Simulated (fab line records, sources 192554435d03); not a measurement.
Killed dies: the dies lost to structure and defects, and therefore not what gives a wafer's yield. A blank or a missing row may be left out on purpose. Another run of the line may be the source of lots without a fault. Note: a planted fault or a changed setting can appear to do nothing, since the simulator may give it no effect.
The tool behind it: which one? | flow n5-finfet | Sampling: 10 lots, 30 wafers, 5 of 1938 route steps

WHAT EACH GAUGE READ, for each wafer
N5_BEOL_M13_OCD_MEAS_35.
lot  | measured     | on     | trench-depth-nm (nm)
L800 | day 11 05:54 | ocd-02 | 405 409 407
L802 | day 11 06:42 | ocd-01 | 422 411 416
L799 | day 11 06:53 | ocd-02 | 414 415 416
L805 | day 12 07:10 | ocd-01 | 408 419 411
L807 | day 12 15:14 | ocd-02 | 421 415 420
L812 | day 14 03:23 | ocd-01 | 412 409 404
L814 | day 14 11:55 | ocd-02 | 407 415 414
L820 | day 16 15:23 | ocd-01 | 409 407 408
L821 | day 16 16:47 | ocd-02 | 414 411 415
L822 | day 16 19:50 | ocd-02 | 420 424 411

N5_BEOL_M14_THK_MEAS_01.
lot  | measured     | on            | M14_ILD_THK (nm)
L800 | day 11 14:00 | film-metro-02 | 1122 1093 1104
L802 | day 11 14:44 | film-metro-01 | 1113 1099 1110
L799 | day 11 14:59 | film-metro-02 | 1094 1119 1116
L805 | day 12 09:20 | film-metro-01 | 1102 1120 1118
L807 | day 12 18:20 | film-metro-01 | 1116 1102 1127
L812 | day 14 09:19 | film-metro-01 | 1102 1128 968
L814 | day 14 15:48 | film-metro-02 | 1107 955 1129
L820 | day 16 18:16 | film-metro-01 | 1096 1117 1120
L821 | day 16 18:56 | film-metro-02 | 1102 1114 1104
L822 | day 16 23:14 | film-metro-02 | 1109 1118 1110

WHAT TOOL EACH LOT RAN ON (gives the tool, then ch and the chambers of the sampled wafers, and finally the start)
lot  | N5_BEOL_M13_DESCUM_33              | N5_BEOL_M13_DEP_53              | N5_BEOL_M14_ILD_DEP_00
L800 | rie-diel-03 ch 1,2, day 11 05:19   | pecvd-02 ch 0,1,2, day 11 13:36 | pecvd-03 ch 0,1, day 11 13:49
L802 | rie-diel-01 ch 0,1,3, day 11 06:07 | pecvd-04 ch 0,1,2, day 11 14:22 | pecvd-03 ch 0,1, day 11 14:33
L799 | rie-diel-03 ch 1,2, day 11 06:19   | pecvd-02 ch 0,1,2, day 11 14:40 | pecvd-01 ch 0,1,2, day 11 14:48
L805 | rie-diel-03 ch 2,3, day 12 06:36   | pecvd-02 ch 0,1, day 12 09:01   | pecvd-04 ch 1,2, day 12 09:09
L807 | rie-diel-06 ch 0,1, day 12 14:39   | pecvd-04 ch 0,1, day 12 18:01   | pecvd-04 ch 0,1, day 12 18:08
L812 | rie-diel-03 ch 1,2,3, day 14 02:49 | pecvd-04 ch 0,1,2, day 14 08:59 | pecvd-03 ch 1,2, day 14 09:07
L814 | rie-diel-06 ch 0,1,2, day 14 11:20 | pecvd-04 ch 0,1, day 14 15:29   | pecvd-03 ch 1,2, day 14 15:37
L820 | rie-diel-03 ch 0,1, day 16 14:48   | pecvd-03 ch 0,1, day 16 17:57   | pecvd-04 ch 0,1, day 16 18:05
L821 | rie-diel-03 ch 1,2, day 16 16:12   | pecvd-02 ch 0,1,2, day 16 18:37 | pecvd-01 ch 0,1,2, day 16 18:44
L822 | rie-diel-01 ch 0,1,2, day 16 19:15 | pecvd-02 ch 0,1,2, day 16 22:56 | pecvd-04 ch 0,1,2, day 16 23:07
- N5_BEOL_M13_DESCUM_33: chemistry O2, time 7.9 s.
- N5_BEOL_M13_DEP_53: deposits SiCN from 3MS/NH3, target thk 50 nm, time 17.8 s.
- N5_BEOL_M14_ILD_DEP_00: deposits SiO2 from TEOS/O2, target thk 1119.3 nm, time 237.4 s.

WHAT THE TOOLS THEMSELVES READ (means of the sampled wafers that have a number; where no wafer has one, the mark that the record gives instead)
N5_BEOL_M13_DESCUM_33.
lot  | tool        | drypump-motor-current-A (A) | oes-product-au (a.u.) | rf-fwd-power-W (W) | rf-vpp-V (V) | showerhead-plenum-p-Torr (Torr) | temp-c (C) | throttle-valve-pct (%)
L800 | rie-diel-03 | 6.0                         | 0.72                  | 49.46              | 244.1        | 2.16                            | 39.98      | 20.54
L802 | rie-diel-01 | 5.8                         | 0.81                  | 49.35              | 244.3        | 2.13                            | 40.03      | 20.28
L799 | rie-diel-03 | 6.0                         | 0.71                  | 49.44              | 244.2        | 2.16                            | 40.16      | 20.53
L805 | rie-diel-03 | 5.9                         | 0.76                  | 49.32              | 245.0        | 2.15                            | 39.99      | 20.47
L807 | rie-diel-06 | 5.6                         | 0.86                  | 48.99              | 243.9        | 2.16                            | 39.92      | 20.22
L812 | rie-diel-03 | 5.9                         | 0.76                  | 49.38              | 244.6        | 2.15                            | 39.88      | 20.52
L814 | rie-diel-06 | 5.8                         | 0.78                  | 49.31              | 243.0        | 2.11                            | 40.03      | 20.50
L820 | rie-diel-03 | 5.5                         | 0.69                  | 49.20              | 243.9        | 2.16                            | 39.98      | 20.38
L821 | rie-diel-03 | 6.0                         | 0.87                  | 49.66              | 244.5        | 2.15                            | 40.02      | 20.33
L822 | rie-diel-01 | 5.7                         | 0.80                  | 49.51              | 244.2        | 2.16                            | 40.01      | 20.37

N5_BEOL_M13_DEP_53.
lot  | tool     | rf-fwd-power-W (W) | showerhead-plenum-p-Torr (Torr) | throttle-valve-pct (%)
L800 | pecvd-02 | 667.2              | 4.175                           | 18.4
L802 | pecvd-04 | 668.1              | 4.164                           | 18.1
L799 | pecvd-02 | 669.8              | 4.178                           | 18.5
L805 | pecvd-02 | 665.9              | 4.175                           | 18.8
L807 | pecvd-04 | 664.7              | 4.169                           | 19.0
L812 | pecvd-04 | 666.4              | 4.175                           | 18.2
L814 | pecvd-04 | 663.6              | 4.174                           | 19.0
L820 | pecvd-03 | 667.9              | 4.165                           | 19.5
L821 | pecvd-02 | 668.7              | 4.175                           | 18.6
L822 | pecvd-02 | 667.4              | 4.169                           | 18.5

N5_BEOL_M14_ILD_DEP_00.
lot  | tool     | heater-power-w (W) | rf-fwd-power-W (W) | run-length-s (s) | showerhead-plenum-p-Torr (Torr) | throttle-valve-pct (%)
L800 | pecvd-03 | 428                | 895.5              | 280.3            | 8.361                           | 19.6
L802 | pecvd-03 | 495                | 897.3              | 280.5            | 8.368                           | 20.0
L799 | pecvd-01 | 549                | 897.4              | 280.8            | 8.364                           | 17.7
L805 | pecvd-04 | 607                | 897.2              | 280.1            | 8.341                           | 18.0
L807 | pecvd-04 | 513                | 899.5              | 280.4            | 8.379                           | 19.4
L812 | pecvd-03 | 710                | 896.0              | 268.4            | 8.350                           | 18.7
L814 | pecvd-03 | 711                | 895.3              | 268.4            | 8.358                           | 18.6
L820 | pecvd-04 | 564                | 896.8              | 280.4            | 8.347                           | 19.7
L821 | pecvd-01 | 612                | 897.9              | 280.7            | 8.359                           | 17.7
L822 | pecvd-04 | 624                | 898.3              | 280.2            | 8.352                           | 18.8

THE ANSWER, worked out from the rows above alone
Rule: the usual values come from the lots themselves. Put in order of their means at a reading, lots are off if they are a third of the lots or fewer, leave a main group of 4 or more, and stand apart from it by a gap of 3 or more times the standard deviation of the main group's means; of several such gaps the widest counts. If all means in a main group match to the digits the tables above print for the reading, that group is not used. Also off: a lot with no number at a reading for which 4 or more lots have one. The other lots that the step has rows for count as sound. First the gauges in route order, then the tools' own readings, where a lot's mean is used as printed above. At the first step where some lot is off, the reading lying furthest off is the one used; lots without a number count as furthest.
Off: L812, L814, at N5_BEOL_M14_THK_MEAS_01 (M14_ILD_THK). Mean 1110 nm and standard deviation 3 in the main group.
A tool fits if, at a process step before that reading, it ran every lot that is off, and no sound lot after the first of them. The gauges at N5_BEOL_M14_THK_MEAS_01 aren't tried: what is off there is off at N5_BEOL_M14_ILD_DEP_00 too, on other tools, and a gauge's error can't cause that. Can't be told from this: 2 tools fit, pecvd-04 at N5_BEOL_M13_DEP_53, pecvd-03 at N5_BEOL_M14_ILD_DEP_00.

WHAT THE SIMULATOR HAD INSERTED
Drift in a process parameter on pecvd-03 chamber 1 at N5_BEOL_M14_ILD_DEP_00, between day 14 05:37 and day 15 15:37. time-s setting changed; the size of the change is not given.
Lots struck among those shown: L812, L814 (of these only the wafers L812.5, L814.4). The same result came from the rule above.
